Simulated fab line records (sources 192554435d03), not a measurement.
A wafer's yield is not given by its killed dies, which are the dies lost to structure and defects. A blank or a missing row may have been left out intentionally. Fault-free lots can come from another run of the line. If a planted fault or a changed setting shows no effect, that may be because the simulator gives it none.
Split-lot trial | flow n5-finfet | route with 1938 steps; 7 lots, 39 wafers read

== THE SPLIT ==
At N5_DUMMY_GATE_ETCH_42 (etches SiO2 in CHF3/O2, target depth 3.5 nm, time 31 s), the setting bias-w was moved away from the recipe's 12 W on 12 of the 39 wafers read, by -14.2% to +18.1%. This setting was run at the recipe's value on the other wafers.

The reading comes from the split's own step.

== THE READING ==
rf-vpp-V, in V, at N5_DUMMY_GATE_ETCH_42 (etches SiO2 in CHF3/O2, target depth 3.5 nm, time 31 s). A value of 42.4 V with a standard deviation of 0.85 V is what fault-free wafers of this fab line usually give.

wafer  | tool, chamber at the split | bias-w as run, W | against the recipe | rf-vpp-V, V | against lot-mates on the recipe
L076.1 | rie-diel-02, 0             | 12               | recipe             | 42.8        | -
L076.2 | rie-diel-02, 1             | 12               | recipe             | 42.1        | -
L076.3 | rie-diel-02, 2             | 12               | recipe             | 42.6        | -
L076.4 | rie-diel-02, 3             | 12               | recipe             | 41.6        | -
L076.5 | rie-diel-02, 0             | 12               | recipe             | 43.1        | -
L076.6 | rie-diel-02, 3             | 12               | recipe             | 41.1        | -
L080.1 | rie-diel-03, 3             | 12               | recipe             | 43.1        | -
L080.2 | rie-diel-03, 1             | 13.84            | +15.3%             | 46.0        | +3.3
L080.3 | rie-diel-03, 0             | 12               | recipe             | 42.6        | -
L080.4 | rie-diel-03, 2             | 13.84            | +15.3%             | 46.7        | +4.0
L080.5 | rie-diel-03, 2             | 13.84            | +15.3%             | 46.7        | +4.0
L080.6 | rie-diel-03, 3             | 12               | recipe             | 42.3        | -
L085.2 | rie-diel-02, 3             | 12               | recipe             | 41.0        | -
L085.3 | rie-diel-02, 0             | 12               | recipe             | 42.9        | -
L085.5 | rie-diel-02, 0             | 12               | recipe             | 43.0        | -
L087.1 | rie-diel-02, 1             | 12               | recipe             | 41.8        | -
L087.2 | rie-diel-02, 3             | 12               | recipe             | 41.4        | -
L087.3 | rie-diel-02, 0             | 12               | recipe             | 43.4        | -
L087.4 | rie-diel-02, 2             | 10.48            | -12.7%             | 39.1        | -3.1
L087.5 | rie-diel-02, 0             | 10.48            | -12.7%             | 39.1        | -3.1
L087.6 | rie-diel-02, 3             | 10.48            | -12.7%             | 35.6        | -6.6
L088.1 | rie-diel-02, 2             | 14.17            | +18.1%             | 47.8        | +5.4
L088.2 | rie-diel-02, 3             | 12               | recipe             | 42.7        | -
L088.3 | rie-diel-02, 1             | 12               | recipe             | 41.5        | -
L088.4 | rie-diel-02, 0             | 14.17            | +18.1%             | 48.9        | +6.5
L088.5 | rie-diel-02, 3             | 14.17            | +18.1%             | 47.6        | +5.2
L088.6 | rie-diel-02, 0             | 12               | recipe             | 43.0        | -
L091.1 | rie-diel-02, 1             | 12               | recipe             | 43.8        | -
L091.2 | rie-diel-02, 2             | 10.3             | -14.2%             | 39.4        | -2.9
L091.3 | rie-diel-02, 3             | 10.3             | -14.2%             | 37.1        | -5.2
L091.4 | rie-diel-02, 0             | 10.3             | -14.2%             | 38.0        | -4.3
L091.5 | rie-diel-02, 2             | 12               | recipe             | 41.7        | -
L091.6 | rie-diel-02, 3             | 12               | recipe             | 41.4        | -
L096.1 | rie-diel-05, 3             | 12               | recipe             | 42.8        | -
L096.2 | rie-diel-05, 0             | 12               | recipe             | 40.7        | -
L096.3 | rie-diel-05, 2             | 12               | recipe             | 42.1        | -
L096.4 | rie-diel-05, 2             | 12               | recipe             | 43.9        | -
L096.5 | rie-diel-05, 3             | 12               | recipe             | 43.5        | -
L096.6 | rie-diel-05, 0             | 12               | recipe             | 40.0        | -

THE FIT
A straight line over all 39 wafers: rf-vpp-V changes by +0.306 V for each +1% of bias-w; r = +0.93; the points scatter about the line by 1 V.
The same after taking each lot's own level away (the mean of its wafers on the recipe; 39 wafers): +0.297 V for each +1%; r = +0.93; scatter 1 V.
According to that fit, moving bias-w by its largest amount changes the reading by 5.4 V.
From 42.17 to 42.67 V: that is the span of the lots' own levels, equal to 0.6 times the standard deviation above.
Consequently the slope shifts little with the lot-to-lot level, the two slopes agreeing.
Check: +5.29 V against its lot-mates is what the line predicts for one of the wafers moved furthest among these (+18.1%) when that wafer is left out of the fit. It came out at +5.4 V against them.
Tool readings at the split's step, against how far the setting was moved: rf-vpp-V r = +0.93.

== OTHER SPLITS APPLIED TO THESE WAFERS ==
These wafers also went through other splits before the reading. Each is held against what the fit with the lots' levels taken away leaves over:
other split on the same wafers       | wafers away from the commonest value | r with rf-vpp-V (lot level and that fit taken away)
N5_FIN_SAQP_FIN_ETCH_36 icp-w        | 12                                   | +0.07
N5_DUMMY_GATE_ETCH_44 target-depth-a | 18                                   | +0.15

== THE FILE'S OWN FIT ==
rf-vpp-V changes by +0.296 V for each +1% of bias-w, r = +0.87.
